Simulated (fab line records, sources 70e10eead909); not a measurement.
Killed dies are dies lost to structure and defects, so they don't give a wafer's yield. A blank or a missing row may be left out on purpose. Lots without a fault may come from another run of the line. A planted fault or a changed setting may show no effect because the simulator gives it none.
Tool commonality check | flow nand_harc | 12 lots, 36 wafers sampled

WHY IT WAS OPENED
At NHARC_A_SOURCE_PLATE_THK_MEAS_06 the reading thk_nm is flagged on 2 of 12 lots. Wafers without a fault read 200.3 nm, standard deviation 2.2.
Rule: a lot is flagged when every wafer of it that has a number lies more than 4 standard deviations from that mean, or none has a number. The other lots count as sound.

lot  | measured     | on            | thk_nm (nm), wafer by wafer | flag
L849 | day 7 16:21  | film_metro-01 | 202.7 203.8 203.8           |
L851 | day 8 06:53  | film_metro-02 | 201.8 202.9 203.7           |
L850 | day 8 06:53  | film_metro-01 | 198.0 199.3 200.0           |
L853 | day 9 05:16  | film_metro-01 | 198.4 198.0 198.5           |
L856 | day 10 20:37 | film_metro-01 | 205.4 203.4 204.5           |
L860 | day 12 14:47 | film_metro-02 | 197.4 202.7 202.7           |
L863 | day 13 21:02 | film_metro-02 | 145.3 143.5 145.3           | FLAGGED
L864 | day 14 07:22 | film_metro-01 | 143.3 143.5 145.7           | FLAGGED
L867 | day 15 06:00 | film_metro-01 | 200.6 204.3 202.9           |
L868 | day 15 06:00 | film_metro-02 | 199.9 200.1 200.0           |
L871 | day 16 16:13 | film_metro-01 | 200.8 198.1 200.8           |
L872 | day 17 08:43 | film_metro-01 | 201.5 200.6 201.5           |
The numbers of the flagged lots are 144.4 nm on average: -55.9 nm against the usual, or -25 standard deviations.

WHICH TOOL RAN EACH LOT
The record holds 2 process steps before the reading, out of a route of 1302 steps. In each cell: the tool, then ch and the chambers that the sampled wafers went through, then the start.
lot  | flag    | NHARC_A_ZERO_WELL_ETCH_13        | NHARC_A_SOURCE_PLATE_CVD_03
L849 |         | rie_si-01 ch 0,1, day 6 18:40    | lpcvd_poly-02 ch 0, day 7 06:25
L851 |         | rie_si-05 ch 0,2,3, day 7 10:18  | lpcvd_poly-02 ch 0, day 7 20:23
L850 |         | rie_si-01 ch 0,2,3, day 7 09:30  | lpcvd_poly-02 ch 0, day 7 20:23
L853 |         | rie_si-04 ch 0,2,3, day 8 08:17  | lpcvd_poly-02 ch 0, day 8 18:48
L856 |         | rie_si-01 ch 1,2,3, day 9 22:27  | lpcvd_poly-01 ch 0, day 10 10:15
L860 |         | rie_si-05 ch 0,2, day 11 17:40   | lpcvd_poly-01 ch 0, day 12 04:25
L863 | FLAGGED | rie_si-05 ch 0,2,3, day 12 21:45 | lpcvd_poly-01 ch 0, day 13 08:43
L864 | FLAGGED | rie_si-01 ch 0,2, day 13 08:55   | lpcvd_poly-01 ch 0, day 13 19:59
L867 |         | rie_si-01 ch 0,1,2, day 14 09:28 | lpcvd_poly-04 ch 0, day 14 19:56
L868 |         | rie_si-05 ch 2,3, day 14 09:59   | lpcvd_poly-04 ch 0, day 14 19:56
L871 |         | rie_si-01 ch 0,2,3, day 15 18:55 | lpcvd_poly-04 ch 0, day 16 05:55
L872 |         | rie_si-04 ch 1,2,3, day 16 09:57 | lpcvd_poly-01 ch 0, day 16 21:34
What these steps do:
- NHARC_A_ZERO_WELL_ETCH_13: etches the open film in HBr/Cl2, target depth 120 nm, time 40.1 s.
- NHARC_A_SOURCE_PLATE_CVD_03: deposits poly-Si, target thk 200 nm, time 4000 s.
- NHARC_A_SOURCE_PLATE_THK_MEAS_06: measures by ellipsometry.

FLAGGED OVER TOTAL, TOOL BY TOOL (the gauges that took the reading come last)
step                             | tool          | lots run | flagged | share of the flagged lots | sound lots run after its first flagged lot
NHARC_A_ZERO_WELL_ETCH_13        | rie_si-01     | 6        | 1       | some                      | 2 (L867,L871)
NHARC_A_ZERO_WELL_ETCH_13        | rie_si-04     | 2        | 0       | none                      | -
NHARC_A_ZERO_WELL_ETCH_13        | rie_si-05     | 4        | 1       | some                      | 1 (L868)
NHARC_A_SOURCE_PLATE_CVD_03      | lpcvd_poly-01 | 5        | 2       | all                       | 1 (L872)
NHARC_A_SOURCE_PLATE_CVD_03      | lpcvd_poly-02 | 4        | 0       | none                      | -
NHARC_A_SOURCE_PLATE_CVD_03      | lpcvd_poly-04 | 3        | 0       | none                      | -
NHARC_A_SOURCE_PLATE_THK_MEAS_06 | film_metro-01 | 8        | 1       | some                      | 3 (L867,L871,L872)
NHARC_A_SOURCE_PLATE_THK_MEAS_06 | film_metro-02 | 4        | 1       | some                      | 1 (L868)

WHAT THE TABLE ALLOWS
1 row of the table ran every flagged lot: lpcvd_poly-01 at NHARC_A_SOURCE_PLATE_CVD_03.
- lpcvd_poly-01 at NHARC_A_SOURCE_PLATE_CVD_03: 2 of its 5 lots flagged. Sound lots ran on it after the first flagged one (L872), which a lasting fault on the whole tool wouldn't allow. Its own readings lie more than 4 standard deviations out on every wafer of the flagged lots: spike_tc_centre_C, spike_tc_lower_C, spike_tc_top_C, spike_tc_upper_C, tube_center_temp_C.
No row of the table ran every flagged lot and no sound lot after the first.

WHAT THE SIMULATOR HAD PUT IN
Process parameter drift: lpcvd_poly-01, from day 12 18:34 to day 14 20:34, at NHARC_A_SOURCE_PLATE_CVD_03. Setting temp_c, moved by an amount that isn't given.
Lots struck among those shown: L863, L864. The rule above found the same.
